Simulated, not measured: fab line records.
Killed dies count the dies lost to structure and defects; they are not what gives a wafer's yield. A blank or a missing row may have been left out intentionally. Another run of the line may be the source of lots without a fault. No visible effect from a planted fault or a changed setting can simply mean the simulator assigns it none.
fab line records	flow n5Finfet
[record] lots = 10	wafers = 29	lastDay = 17
route steps=1938 shown BEOL_M4@1111 BEOL_M9@1447 PASSIVATION@1936
lots with no fault: from the same line, run without faults
startH: start of the lot's first displayed wafer, in hours after the record's first day	waitH: how many hours have passed since the lot's step before this one	" identical to the entry in the row above	L1.1+2: several wafers, shown together as one row	- either no value or no given start	* or withheld: withheld	< > ~ a bound
route shown NAME@n: names a module that has steps shown in the file, with the first one's number in the route	usual: mean/standard deviation of fault-free wafers	same: alike in all rows	chamber/n: place in a boat	sites: per-site readings	_std_site: standard deviation of those values	_edge_site: outer sites' mean less inner sites'	radiusMm: for every site, how far away it sits from the centre of the wafer	mask NAME#n: copy n	behind: the most recent tool/chamber to have shaped the wafer	hold: why the lot was held/for how many hours/how that ended	device: the n, p or np transistor that did not switch	end of line: tests of these same wafers at the route's end	step lacking rows: just its recipe	killed: dies that structure and defects cost at the first sort, which is not the same as the wafer's yield	map: a wafer's dies, x killed, . not, _ none there
set.NAME: the run value of the setting; set.NAME@STEP: its run value at that earlier step	model.NAME: the simulator's own value behind a step, which no gauge read
steps of the route over a sample of lots; a table a step, a row a wafer
services: from which hour (startH, from the record's first day; less than 0 if before it) a tool's chamber was out of use, for how many hours, and why
[[steps]]
[step N5_BEOL_M4_RC_MEAS_101]
[usual] DIBL_N = 36.1/1.6	DIBL_P = 35.8/2.1	IOFF_N = 0.16/0.031	IOFF_P = 0.21/0.034	ION_N = 673/12	ION_P = 461/7.2	SS_N = 71.4/0.59	SS_P = 73.3/0.63	VT_N = 250/3.1	VT_P = -250/3.3
lot.wafer	tool	chamber	startH	waitH	DIBL_N[mV/V]	DIBL_P[mV/V]	IOFF_N[nA/um]	IOFF_P[nA/um]	ION_N[uA/um]	ION_P[uA/um]	SS_N[mV/dec]	SS_P[mV/dec]	VT_N[mV]	VT_P[mV]
L847.1	prober-02	0	175.25	0.0	36.1	36.1	0.17	0.21	676	463	71.7	73.4	248	-253
L847.3	"	0	"	"	36.0	35.6	0.16	0.21	670	457	71.8	73.3	249	-250
L847.4	"	0	"	"	36.9	36.0	0.17	0.21	689	465	71.4	74.3	247	-252
L850.1	prober-02	0	180.90	0.0	34.4	35.0	0.13	0.17	658	451	70.6	73.4	253	-252
L850.4	"	0	"	"	36.0	36.9	0.16	0.21	686	467	71.6	73.6	250	-251
L850.5	"	0	"	"	36.2	36.9	0.16	0.20	670	457	71.4	73.9	250	-253
L856.4	prober-02	0	233.98	0.5	36.4	35.5	0.14	0.18	667	453	70.6	73.6	251	-253
L856.5	"	0	"	"	36.4	36.1	0.15	0.21	668	454	70.6	73.7	251	-251
L861.1	prober-02	0	253.84	0.0	37.1	36.5	0.18	0.21	686	469	72.0	73.1	246	-251
L861.2	"	0	"	"	35.9	36.2	0.16	0.21	676	464	71.6	73.7	247	-252
L861.5	"	0	"	"	36.5	36.0	0.17	0.21	678	460	71.8	73.5	248	-252
L860.1	prober-01	0	255.55	0.0	37.8	38.7	0.20	0.28	680	468	71.4	73.7	248	-247
L860.5	"	0	"	"	34.7	34.4	0.13	0.20	676	463	71.5	73.3	253	-250
L860.6	"	0	"	"	35.8	36.0	0.15	0.23	672	462	71.4	73.7	249	-250
L862.1	prober-01	0	259.67	0.0	35.4	35.8	0.15	0.21	672	465	71.2	73.1	249	-250
L862.4	"	0	"	"	33.9	34.5	0.13	0.18	656	454	70.8	72.5	254	-250
L862.5	"	0	"	"	32.9	33.4	0.11	0.17	646	457	70.6	72.7	253	-252
L867.2	prober-02	0	295.19	0.2	35.3	34.9	0.15	0.23	667	470	71.1	73.2	253	-247
L867.3	"	0	"	"	37.0	37.4	0.18	0.26	670	470	71.5	73.6	247	-247
L867.5	"	0	"	"	37.0	35.8	0.18	0.23	675	465	71.3	73.6	249	-247
L868.1	prober-01	0	300.74	0.0	36.8	35.8	0.18	0.22	676	465	71.4	73.6	247	-247
L868.4	"	0	"	"	38.2	38.7	0.21	0.29	685	469	72.2	74.5	244	-246
L868.6	"	0	"	"	37.3	36.1	0.17	0.23	675	462	71.9	73.7	249	-249
L869.2	prober-02	0	301.17	0.2	33.8	31.7	0.11	0.18	650	464	70.8	71.4	253	-249
L869.4	"	0	"	"	39.8	39.0	0.26	0.31	699	474	71.7	73.9	241	-241
L869.5	"	0	"	"	37.5	36.7	0.18	0.27	690	471	71.7	73.3	244	-244
L870.3	prober-02	0	310.34	0.3	34.9	36.0	0.16	0.20	682	463	71.6	73.4	248	-247
L870.5	"	0	"	"	35.4	36.3	0.17	0.21	674	461	71.3	74.2	248	-248
L870.6	"	0	"	"	36.7	38.3	0.21	0.24	688	463	72.0	73.9	242	-248
[step N5_BEOL_M9_ETCH_41]
[recipe] chemistry = CH3F/O2	target = SiCN	targetDepthA = 366	taperDeg = 2	timeS = 70.1	ionEnergyEv = 120	maskMaterial = TiN	pressureMtorr = 30	sourceW = 395	biasW = 75	Ar_flow_sccm = 150	CH3F_flow_sccm = 30	O2_flow_sccm = 20
[usual] drypumpMotorCurrentA = 5.9/0.4	oesProductAu = 0.81/0.085	rfVppV = 297.9/1.6	showerheadPlenumPTorr = 2.03/0.07	throttleValvePct = 16.44/0.18
lot.wafer	tool	chamber	startH	waitH	drypumpMotorCurrentA	oesProductAu	rfHoursCounterH	rfVppV	showerheadPlenumPTorr	throttleValvePct
L847.1	rieDiel-06	0	-	-	5.8	0.99	1	298.0	2.05	16.40
L847.3	"	1	"	"	6.3	0.75	167	298.6	2.08	16.70
L847.4	"	3	"	"	5.9	0.82	-	297.0	1.95	16.42
L850.1	rieDiel-05	3	-	-	5.1	0.95	9	298.4	2.13	16.12
L850.4	"	0	"	"	6.8	0.81	112	299.5	2.11	16.23
L850.5	"	1	"	"	5.4	0.77	-	296.4	1.90	16.26
L856.4	rieDiel-05	2	-	-	5.1	0.84	73	294.9	1.95	16.46
L856.5	"	0	"	"	6.8	0.80	-	299.9	2.10	16.25
L862.1	rieDiel-06	2	-	-	5.5	0.91	19	299.1	2.14	16.17
L862.4	"	3	"	"	5.9	0.79	123	295.4	1.94	16.49
L862.5	"	0	"	"	5.8	0.88	-	299.8	2.04	16.46
L860.1	rieDiel-03	0	-	-	5.9	0.77	127	297.0	2.02	16.46
L860.5	"	1	"	"	6.1	0.71	-	298.1	2.00	16.52
L860.6	"	3	"	"	5.7	0.69	-	297.9	1.98	16.51
L861.1	rieDiel-06	0	-	-	5.8	0.88	34	297.8	2.04	16.47
L861.2	"	3	"	"	5.9	0.79	125	295.6	1.94	16.47
L861.5	"	2	"	"	5.4	0.92	-	299.9	2.14	16.18
L867.2	rieDiel-03	0	-	-	5.9	0.76	142	298.4	2.02	16.51
L867.3	"	3	"	"	5.6	0.69	229	297.0	1.98	16.53
L867.5	"	1	"	"	6.1	0.70	-	297.2	2.00	16.54
L868.1	rieDiel-05	3	-	-	5.1	0.88	39	300.2	2.12	16.18
L868.4	"	0	"	"	6.8	0.78	-	298.6	2.10	16.28
L868.6	"	3	"	"	5.1	0.88	-	298.9	2.11	16.16
L869.2	rieDiel-06	0	-	-	5.8	0.85	50	298.3	2.03	16.51
L869.4	"	2	"	"	5.4	0.87	39	299.6	2.13	16.20
L869.5	"	0	"	"	5.8	0.86	-	298.6	2.03	16.51
L870.3	rieDiel-06	0	-	-	5.8	0.85	51	298.5	2.03	16.51
L870.5	"	3	"	"	5.9	0.77	-	296.5	1.93	16.53
L870.6	"	0	"	"	5.8	0.86	-	298.4	2.03	16.50
[step N5_BEOL_M9_STRIP_80]
[recipe] chemistry = N2/H2	timeS = 10	powerW = 450	tempC = 40	pressureMtorr = 20	rfFrequencyHz = 6e+07	biasPowerW = 7	n2FlowSccm = 200	h2FlowSccm = 200
[usual] drypumpMotorCurrentA = 5.9/0.4	oesProductAu = 0.82/0.085	rfVppV = 59.3/0.93	showerheadPlenumPTorr = 2.58/0.089	throttleValvePct = 23.8/0.36
lot.wafer	tool	chamber	startH	waitH	drypumpMotorCurrentA	oesProductAu	rfHoursCounterH	rfVppV	showerheadPlenumPTorr	throttleValvePct
L847.1	rieDiel-06	0	-	-	5.8	0.99	1	58.9	2.60	23.7
L847.3	"	1	"	"	6.4	0.76	167	61.1	2.66	24.5
L847.4	"	3	"	"	5.9	0.82	-	58.3	2.47	23.6
L850.1	rieDiel-05	3	-	-	5.1	0.97	9	60.3	2.72	23.6
L850.4	"	0	"	"	6.8	0.82	112	61.6	2.66	23.4
L850.5	"	1	"	"	5.3	0.77	-	58.2	2.42	23.4
L856.4	rieDiel-05	2	-	-	5.1	0.83	73	59.1	2.48	24.2
L856.5	"	0	"	"	6.8	0.80	-	59.5	2.65	23.4
L862.1	rieDiel-06	2	-	-	5.4	0.91	19	57.8	2.69	23.5
L862.4	"	3	"	"	5.9	0.80	123	58.8	2.46	23.7
L862.5	"	0	"	"	5.8	0.90	-	58.7	2.59	23.8
L860.1	rieDiel-03	0	-	-	5.9	0.78	127	57.9	2.56	23.9
L860.5	"	1	"	"	6.1	0.72	-	60.1	2.51	23.7
L860.6	"	3	"	"	5.6	0.70	-	60.1	2.51	23.6
L861.1	rieDiel-06	0	-	-	5.8	0.90	34	57.9	2.58	23.8
L861.2	"	3	"	"	5.9	0.79	125	58.8	2.46	23.7
L861.5	"	2	"	"	5.5	0.91	-	59.6	2.69	23.5
L867.2	rieDiel-03	0	-	-	5.9	0.77	142	59.3	2.55	23.9
L867.3	"	3	"	"	5.6	0.69	229	59.0	2.50	23.6
L867.5	"	1	"	"	6.1	0.70	-	57.5	2.50	23.7
L868.1	rieDiel-05	3	-	-	5.1	0.89	39	58.6	2.70	23.6
L868.4	"	0	"	"	6.8	0.80	-	60.6	2.64	23.5
L868.6	"	3	"	"	5.2	0.90	-	60.3	2.70	23.6
L869.2	rieDiel-06	0	-	-	5.8	0.87	50	59.0	2.58	23.8
L869.4	"	2	"	"	5.4	0.88	39	59.1	2.68	23.5
L869.5	"	0	"	"	5.8	0.88	-	59.1	2.58	23.8
L870.3	rieDiel-06	0	-	-	5.8	0.87	51	59.0	2.58	23.8
L870.5	"	3	"	"	5.9	0.78	-	59.8	2.45	23.7
L870.6	"	0	"	"	5.8	0.86	-	59.4	2.58	23.8
[step N5_BEOL_M9_ECD_50]
[recipe] material = Cu	targetThkA = 3180
lot.wafer	tool	chamber	startH	waitH
L847.1+3+4	ecdCu-02	1,1,0	220.44	0.1
L850.1+4+5	ecdCu-02	1,1,0	223.73	0.1
L856.4+5	ecdCu-01	0	280.66	0.1
L862.1+4+5	ecdCu-01	1	303.46	0.1
L860.1+5+6	ecdCu-01	1,1,0	306.90	0.1
L861.1+2+5	ecdCu-02	0,1,1	306.98	0.1
L867.2+3+5	ecdCu-01	1,0,1	339.50	0.1
L868.1+4+6	ecdCu-02	0	348.67	0.1
L869.2+4+5	ecdCu-01	0	351.49	0.1
L870.3+5+6	ecdCu-02	0,0,1	352.84	0.1
[step N5_BEOL_M9_CMP_52]
[recipe] stopOn = SiCOH_lowk	tOverpolishS = 7	downForcePsi = 1	platenRpm = 50	clearingPlatenDownForcePsi = 1.5	clearingPlatenRpm = 50	postCmpClean = cuAlkaline	targetThkNm = 140	clearingPlatenPadVelocityMS = 0.99484	padVelocityMS = 0.99484
[usual] motorCurrentA = 6.1/0.52	retainingRingPressureFrac = 1.000/0.0046	timeToEndpointS = 66/3.3
lot.wafer	tool	chamber	startH	waitH	motorCurrentA	retainingRingPressureFrac	timeToEndpointS
L847.3	cmp-04	2	220.87	0.2	7.1	0.998	62
L847.1	"	3	"	"	5.6	0.998	60
L847.4	"	0	"	"	6.7	1.003	67
L850.4	cmp-03	3	224.36	0.2	5.8	0.989	59
L850.1	"	1	"	"	6.4	1.000	62
L850.5	"	3	"	"	5.7	0.992	64
L856.4	cmp-04	0	281.03	0.1	6.7	1.001	69
L856.5	"	0	"	"	6.7	1.000	67
L862.4	cmp-03	1	303.92	0.2	6.5	0.997	0
L862.1	"	2	"	"	6.1	0.998	7
L862.5	"	0	"	"	5.4	1.003	2
L860.1	cmp-02	0	307.30	0.3	5.8	1.000	0
L860.5	"	0	"	"	6.2	1.002	0
L860.6	"	1	"	"	7.2	0.997	4
L861.2	cmp-03	1	307.41	0.2	6.6	0.995	2
L861.1	"	0	"	"	5.6	0.997	4
L861.5	"	1	"	"	6.3	0.995	3
L867.2	cmp-04	2	340.22	0.3	7.5	1.004	65
L867.3	"	3	"	"	5.5	0.989	66
L867.5	"	1	"	"	5.6	0.998	72
L868.4	cmp-03	0	349.40	0.2	5.6	1.013	69
L868.1	"	1	"	"	6.7	1.001	69
L868.6	"	3	"	"	5.7	0.997	68
L869.4	cmp-03	1	351.93	0.2	6.4	0.999	63
L869.2	"	3	"	"	5.9	0.994	62
L869.5	"	0	"	"	5.5	0.997	65
L870.3	cmp-03	1	353.32	0.2	6.2	1.003	63
L870.5	"	0	"	"	5.7	1.007	66
L870.6	"	1	"	"	6.6	1.007	64
[step N5_PASSIVATION_PROBE_49]
[usual] defectLimitedYield = 91.0/1.5	killed_at_M0_to_M3 = 35/11	killed_at_M4_up = 13/6	killedAtContacts = 14/6.5	killedAtFrontEnd = 40/12	killedAtOther = 4/3.4	killedDies = 106/18	killedOnRim = 14/4.7	killedOpen = 68/14	killedShort = 35/7.7	sort_bin_5_function = 5.2/0.98	sort_bin_6_memory = 3.4/0.72	sortNPass = 1074/18	sortYieldPct = 91.0/1.5
[same] grossDies = 1180	killedAtBackSide = 0	sort_bin_4_leakage[%] = 0	sort_bin_8_speed[%] = 0
lot.wafer	tool	chamber	startH	waitH	defectLimitedYield[%]	killed_at_M0_to_M3	killed_at_M4_up	killedAtContacts	killedAtFrontEnd	killedAtOther	killedDies	killedOnRim	killedOpen	killedShort	sort_bin_5_function[%]	sort_bin_6_memory[%]	sortNPass	sortYieldPct[%]
L850.1	prober-02	-	286.79	0.0	89.7	49	9	19	37	7	121	22	75	46	5.8	3.8	1059	89.7
L850.4	prober-02	-	286.94	0.2	91.8	49	11	13	22	2	97	14	57	40	5.0	2.7	1083	91.8
L850.5	prober-02	-	286.99	0.2	87.5	85	13	13	36	0	147	26	81	66	6.7	5.2	1033	87.5
L847.1	prober-02	-	289.74	0.0	90.2	35	21	8	49	3	116	18	69	39	6.8	2.9	1064	90.2
L847.3	prober-02	-	289.84	0.1	90.2	42	12	8	48	6	116	15	78	36	6.1	3.2	1064	90.2
L847.4	prober-02	-	289.89	0.2	89.8	37	16	16	49	2	120	20	83	34	6.4	3.5	1060	89.8
L856.4	prober-01	-	345.20	0.2	91.2	36	14	16	37	1	104	6	69	34	5.4	3.1	1076	91.2
L856.5	prober-01	-	345.25	0.2	91.0	29	19	31	26	1	106	16	69	36	5.4	3.2	1074	91.0
L862.1	prober-02	-	363.02	0.0	0	45	1089	14	30	2	1180	152	76	31	95.8	4.1	0	0
L862.4	prober-02	-	363.17	0.2	0	34	1092	15	38	1	1180	152	59	39	96.0	3.6	0	0
L862.5	prober-02	-	363.22	0.2	0	40	1107	3	20	10	1180	152	57	33	96.9	2.6	0	0
L861.1	prober-01	-	366.52	0.0	0	32	1113	10	23	2	1180	152	58	25	97.3	2.5	0	0
L861.2	prober-01	-	366.57	0.1	0	30	1093	14	42	1	1180	152	63	35	96.7	2.8	0	0
L861.5	prober-01	-	366.72	0.2	0	31	1102	7	38	2	1180	152	59	31	96.0	3.7	0	0
L860.1	prober-02	-	366.57	0.0	0	29	1097	13	40	1	1180	152	77	29	96.1	3.6	0	0
L860.5	prober-02	-	366.77	0.2	0	35	1089	12	44	0	1180	152	72	39	95.3	4.2	0	0
L860.6	prober-02	-	366.82	0.3	0	23	1083	17	54	3	1180	152	74	49	96.0	3.7	0	0
L867.2	prober-02	-	396.23	0.1	89.8	32	18	18	50	2	120	14	81	36	5.6	4.2	1060	89.8
L867.3	prober-02	-	396.28	0.1	88.9	32	11	16	65	7	131	23	87	37	6.5	4.0	1049	88.9
L867.5	prober-02	-	396.38	0.2	92.3	24	5	18	38	6	91	8	54	33	4.7	2.7	1089	92.3
L868.1	prober-02	-	401.58	0.0	90.8	37	19	13	36	3	108	17	79	28	6.3	2.7	1072	90.8
L868.4	prober-02	-	401.73	0.2	93.1	21	21	16	24	0	82	11	59	19	3.7	3.0	1098	93.1
L868.6	prober-02	-	401.83	0.3	90.9	30	13	14	46	4	107	11	63	40	4.9	4.0	1073	90.9
L870.3	prober-01	-	407.87	0.4	89.7	51	7	29	29	5	121	12	89	31	5.8	4.0	1059	89.7
L870.5	prober-01	-	407.97	0.5	89.1	48	6	26	47	2	129	11	85	42	6.4	4.3	1051	89.1
L870.6	prober-01	-	408.02	0.6	90.4	33	6	28	44	2	113	15	66	41	5.3	3.7	1067	90.4
L869.2	prober-01	-	410.07	0.1	90.0	29	16	14	54	5	118	19	78	39	6.1	3.6	1062	90.0
L869.4	prober-01	-	410.17	0.2	90.9	29	12	19	41	6	107	17	84	22	5.3	3.4	1073	90.9
L869.5	prober-01	-	410.22	0.2	89.4	36	18	20	47	4	125	23	83	42	6.4	3.8	1055	89.4
// killed by level:class
L850.1 BEOL_M0_SAQP:geometricParticle:short=21 MOL_CONTACT_COAG:geometricParticle:open=15 BEOL_M0_SAQP:geometricParticle:open=13 STI_FIN_REVEAL:geometricParticle:open=7 BEOL_M0:geometricParticle:open=7 GATE_CUT:geometricParticle:open=6 FIN_SAQP:geometricParticle:short=5 STARTING-WAFER:geometricParticle:short=5
L850.4 BEOL_M0_SAQP:geometricParticle:open=15 BEOL_M0_SAQP:geometricParticle:short=13 MOL_CONTACT_COAG:geometricParticle:open=10 BEOL_M2:geometricParticle:open=7 FIN_SAQP:geometricParticle:short=5 GATE_CUT:geometricParticle:short=5 MOL_CONTACT_COAG:geometricParticle:short=3 BEOL_M0:geometricParticle:open=3
L850.5 BEOL_M0_SAQP:geometricParticle:open=33 BEOL_M0_SAQP:geometricParticle:short=31 MOL_CONTACT_COAG:geometricParticle:open=10 GATE_CUT:geometricParticle:short=8 DUMMY_GATE:geometricParticle:open=6 FIN_SAQP:geometricParticle:short=5 BEOL_M0:geometricParticle:short=5 BEOL_M2:geometricParticle:open=5
L847.1 STI_FIN_REVEAL:geometricParticle:open=14 FIN_SAQP:geometricParticle:short=10 BEOL_M3:geometricParticle:open=9 FIN_SAQP:geometricParticle:open=8 MOL_CONTACT_COAG:geometricParticle:open=7 BEOL_M2:geometricParticle:open=5 BEOL_M0_SAQP:geometricParticle:short=5 STARTING-WAFER:geometricParticle:short=5
L847.3 STI_FIN_REVEAL:geometricParticle:open=21 BEOL_M2:geometricParticle:open=11 FIN_SAQP:geometricParticle:short=9 BEOL_M0_SAQP:geometricParticle:open=8 STI_FIN_REVEAL:geometricParticle:short=6 BEOL_M1:geometricParticle:open=6 BEOL_M3:geometricParticle:open=6 MOL_CONTACT_COAG:geometricParticle:open=5
L847.4 STI_FIN_REVEAL:geometricParticle:open=16 MOL_CONTACT_COAG:geometricParticle:open=12 FIN_SAQP:geometricParticle:open=10 BEOL_M3:geometricParticle:open=9 FIN_SAQP:geometricParticle:short=7 BEOL_M2:geometricParticle:open=7 BEOL_M0_SAQP:geometricParticle:short=6 BEOL_M0_SAQP:geometricParticle:open=6
L856.4 MOL_CONTACT_COAG:geometricParticle:open=13 BEOL_M3:geometricParticle:open=8 BEOL_M1:geometricParticle:short=8 SPACER0:geometricParticle:open=6 BEOL_M0_SAQP:geometricParticle:open=6 STARTING-WAFER:geometricParticle:open=6 STI_FIN_REVEAL:geometricParticle:open=5 BEOL_M0_SAQP:geometricParticle:short=5
L856.5 MOL_CONTACT_COAG:geometricParticle:open=24 BEOL_M0_SAQP:geometricParticle:short=10 BEOL_M0_SAQP:geometricParticle:open=8 GATE_CUT:geometricParticle:short=7 MOL_CONTACT_COAG:geometricParticle:short=7 GATE_CUT:geometricParticle:open=5 BEOL_M5:geometricParticle:open=5 FIN_SAQP:geometricParticle:open=4
L862.1 BEOL_M9:areaEcd=1072 BEOL_M2:geometricParticle:open=14 MOL_CONTACT_COAG:geometricParticle:open=11 BEOL_M0_SAQP:geometricParticle:short=11 BEOL_M4:geometricParticle:open=10 STI_FIN_REVEAL:geometricParticle:open=6 BEOL_M3:geometricParticle:open=6 STARTING-WAFER:geometricParticle:short=5
L862.4 BEOL_M9:areaEcd=1082 STI_FIN_REVEAL:geometricParticle:open=13 MOL_CONTACT_COAG:geometricParticle:open=8 MOL_CONTACT_COAG:geometricParticle:short=7 BEOL_M0_SAQP:geometricParticle:short=7 BEOL_M0_SAQP:geometricParticle:open=5 BEOL_M0:geometricParticle:open=5 BEOL_M4:geometricParticle:open=5
L862.5 BEOL_M9:areaEcd=1090 BEOL_M4:geometricParticle:open=11 BEOL_M1:geometricParticle:open=9 BEOL_M0_SAQP:geometricParticle:short=7 BEOL_M2:geometricParticle:open=7 FIN_SAQP:geometricParticle:short=6 STI_FIN_REVEAL:geometricParticle:open=6 BEOL_M0_SAQP:geometricParticle:open=5
L861.1 BEOL_M9:areaEcd=1095 BEOL_M0_SAQP:geometricParticle:open=10 MOL_CONTACT_COAG:geometricParticle:open=9 BEOL_M1:geometricParticle:open=8 BEOL_M0_SAQP:geometricParticle:short=6 STI_FIN_REVEAL:geometricParticle:open=5 BEOL_M6:geometricParticle:open=4 BEOL_M5:geometricParticle:open=4
L861.2 BEOL_M9:areaEcd=1081 STI_FIN_REVEAL:geometricParticle:open=12 MOL_CONTACT_COAG:geometricParticle:open=8 DUMMY_GATE:geometricParticle:open=7 BEOL_M1:geometricParticle:open=7 BEOL_M0_SAQP:geometricParticle:short=7 MOL_CONTACT_COAG:geometricParticle:short=6 BEOL_M0_SAQP:geometricParticle:open=6
L860.1 BEOL_M9:areaEcd=1074 MOL_CONTACT_COAG:geometricParticle:open=12 BEOL_M1:geometricParticle:open=12 DUMMY_GATE:geometricParticle:open=9 BEOL_M4:geometricParticle:open=7 STI_FIN_REVEAL:geometricParticle:open=6 FIN_SAQP:geometricParticle:open=4 STI_FIN_REVEAL:geometricParticle:short=4
L861.5 BEOL_M9:areaEcd=1089 STI_FIN_REVEAL:geometricParticle:open=11 BEOL_M3:geometricParticle:open=9 BEOL_M0_SAQP:geometricParticle:open=8 MOL_CONTACT_COAG:geometricParticle:open=7 BEOL_M5:geometricParticle:open=6 FIN_SAQP:geometricParticle:short=5 GATE_CUT:geometricParticle:short=5
L860.5 BEOL_M9:areaEcd=1069 FIN_SAQP:geometricParticle:open=11 MOL_CONTACT_COAG:geometricParticle:open=9 BEOL_M1:geometricParticle:open=9 STI_FIN_REVEAL:geometricParticle:open=8 FIN_SAQP:geometricParticle:short=6 BEOL_M0_SAQP:geometricParticle:short=6 BEOL_M8:geometricParticle:open=6
L860.6 BEOL_M9:areaEcd=1056 FIN_SAQP:geometricParticle:short=17 MOL_CONTACT_COAG:geometricParticle:open=13 BEOL_M4:geometricParticle:open=11 STI_FIN_REVEAL:geometricParticle:open=8 GATE_CUT:geometricParticle:open=7 BEOL_M0_SAQP:geometricParticle:open=7 BEOL_M4:geometricParticle:short=6
L867.2 FIN_SAQP:geometricParticle:open=14 MOL_CONTACT_COAG:geometricParticle:open=13 FIN_SAQP:geometricParticle:short=9 STI_FIN_REVEAL:geometricParticle:open=9 BEOL_M0_SAQP:geometricParticle:open=8 BEOL_M1:geometricParticle:open=7 DUMMY_GATE:geometricParticle:open=6 MOL_CONTACT_COAG:geometricParticle:short=5
L867.3 FIN_SAQP:geometricParticle:open=17 BEOL_M1:geometricParticle:open=12 DUMMY_GATE:geometricParticle:open=11 FIN_SAQP:geometricParticle:short=10 MOL_CONTACT_COAG:geometricParticle:open=10 BEOL_M3:geometricParticle:open=9 MOL_CONTACT_COAG:geometricParticle:short=6 BEOL_M4:geometricParticle:open=6
L867.5 MOL_CONTACT_COAG:geometricParticle:open=15 FIN_SAQP:geometricParticle:short=9 DUMMY_GATE:geometricParticle:open=6 FIN_SAQP:geometricParticle:open=5 BEOL_M0_SAQP:geometricParticle:open=5 BEOL_M2:geometricParticle:open=5 BEOL_M1:geometricParticle:open=4 MOL_CONTACT_COAG:geometricParticle:short=3
L868.1 STI_FIN_REVEAL:geometricParticle:open=21 MOL_CONTACT_COAG:geometricParticle:open=10 BEOL_M0_SAQP:geometricParticle:short=10 BEOL_M0_SAQP:geometricParticle:open=9 BEOL_M4:geometricParticle:open=9 GATE_CUT:geometricParticle:short=5 BEOL_M2:geometricParticle:open=5 BEOL_M3:geometricParticle:open=5
L868.4 MOL_CONTACT_COAG:geometricParticle:open=12 STI_FIN_REVEAL:geometricParticle:open=8 BEOL_M1:geometricParticle:open=6 BEOL_M3:geometricParticle:open=6 BEOL_M4:geometricParticle:open=6 STARTING-WAFER:geometricParticle:short=4 MOL_CONTACT_COAG:geometricParticle:short=3 BEOL_M5:geometricParticle:open=3
L868.6 GATE_CUT:geometricParticle:short=11 MOL_CONTACT_COAG:geometricParticle:open=10 STI_FIN_REVEAL:geometricParticle:open=9 BEOL_M0_SAQP:geometricParticle:open=7 DUMMY_GATE:geometricParticle:open=5 BEOL_M1:geometricParticle:open=5 BEOL_M3:geometricParticle:open=5 STARTING-WAFER:geometricParticle:open=5
L870.3 MOL_CONTACT_COAG:geometricParticle:open=22 BEOL_M2:geometricParticle:open=17 BEOL_M1:geometricParticle:open=12 BEOL_M0_SAQP:geometricParticle:open=9 MOL_CONTACT_COAG:geometricParticle:short=7 FIN_SAQP:geometricParticle:short=6 FIN_SAQP:geometricParticle:open=5 DUMMY_GATE:geometricParticle:open=5
L870.5 MOL_CONTACT_COAG:geometricParticle:open=21 BEOL_M0_SAQP:geometricParticle:open=12 BEOL_M1:geometricParticle:open=11 FIN_SAQP:geometricParticle:open=10 FIN_SAQP:geometricParticle:short=9 BEOL_M3:geometricParticle:open=9 STI_FIN_REVEAL:geometricParticle:open=7 GATE_CUT:geometricParticle:short=6
L870.6 MOL_CONTACT_COAG:geometricParticle:open=20 BEOL_M0_SAQP:geometricParticle:open=10 BEOL_M0_SAQP:geometricParticle:short=10 FIN_SAQP:geometricParticle:open=9 GATE_CUT:geometricParticle:short=8 FIN_SAQP:geometricParticle:short=6 MOL_CONTACT_COAG:geometricParticle:short=6 STI_FIN_REVEAL:geometricParticle:open=5
L869.2 MOL_CONTACT_COAG:geometricParticle:open=11 DUMMY_GATE:geometricParticle:open=10 FIN_SAQP:geometricParticle:open=9 BEOL_M2:geometricParticle:open=9 BEOL_M0_SAQP:geometricParticle:open=7 FIN_SAQP:geometricParticle:short=6 STI_FIN_REVEAL:geometricParticle:open=6 BEOL_M0_SAQP:geometricParticle:short=6
L869.4 STI_FIN_REVEAL:geometricParticle:open=18 MOL_CONTACT_COAG:geometricParticle:open=17 BEOL_M0_SAQP:geometricParticle:open=8 FIN_SAQP:geometricParticle:open=7 BEOL_M0_SAQP:geometricParticle:short=7 BEOL_M2:geometricParticle:open=7 DUMMY_GATE:geometricParticle:open=6 BEOL_M1:geometricParticle:open=3
L869.5 MOL_CONTACT_COAG:geometricParticle:open=16 BEOL_M0_SAQP:geometricParticle:open=12 FIN_SAQP:geometricParticle:open=11 BEOL_M0_SAQP:geometricParticle:short=9 STI_FIN_REVEAL:geometricParticle:open=7 BEOL_M2:geometricParticle:open=7 FIN_SAQP:geometricParticle:short=6 BEOL_M4:geometricParticle:open=5
[[services]]
tool	chamber	startH	hours	kind
rieDiel-06	0	198.60	-	clean
rieDiel-06	0	198.60	-	consumableReplace:focusRing
rieDiel-06	0	198.60	18.2	scheduledDown
rieDiel-06	0	198.60	18.2	ventCycle
rieDiel-03	3	202.61	2.6	repair
ecdCu-01	-	216.77	1.2	repair
rieDiel-06	2	216.82	-	clean
rieDiel-06	2	216.82	-	consumableReplace:focusRing
rieDiel-06	2	216.82	-	consumableReplace:showerhead
rieDiel-06	2	216.82	14.5	scheduledDown
rieDiel-06	2	216.82	14.5	ventCycle
rieDiel-06	-	230.51	0.5	repair
cmp-02	-	231.34	4.0	pm
cmp-04	-	233.64	1.8	repair
rieDiel-06	2	237.70	13.5	repair
ecdCu-02	-	254.73	1.0	repair
cmp-04	-	258.03	0.8	repair
rieDiel-03	-	272.44	14.6	pm
cmp-03	-	276.92	1.5	repair
rieDiel-05	3	311.98	18.2	repair
cmp-02	-	312.55	0.3	repair
ecdCu-02	-	323.49	0.7	repair
rieDiel-05	2	324.13	30.9	repair
cmp-04	-	328.23	4.0	pm
[[key]]
[firstSign] step = N5_BEOL_M9_CMP_52	reading = timeToEndpointS	direction = down	sigmas = 19	usual = *	struck = *
[effect] step = N5_PASSIVATION_PROBE_49	reading = killed_at_M4_up	direction = up	sigmas = 99+	usual = 13	struck = 1096
[moreKillsBornAt] N5_BEOL_M9_ECD_50@ecdCu-01 = 6443	N5_BEOL_M9_ECD_50@ecdCu-02 = 3265
metAt N5_BEOL_M9_ECD_50
struckLots L860,L861,L862
laterRowsLeftOut L860.1,L860.5,L860.6,L861.1,L861.2,L861.5,L862.1,L862.4,L862.5
notActingAt N5_BEOL_M9_ETCH_41,N5_BEOL_M9_STRIP_80
onsetBetween 280.66 303.46
[fault] kind = skippedStepWhole	tool = ecdCu-01,ecdCu-02	chamber = -	onsetH = 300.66	steps = N5_BEOL_M9_ECD_50	scope = struckLotsOnly
// laterRowsLeftOut: the simulator's readings of these wafers behind a module that went badly wrong aren't trusted and aren't shown, but for the sort
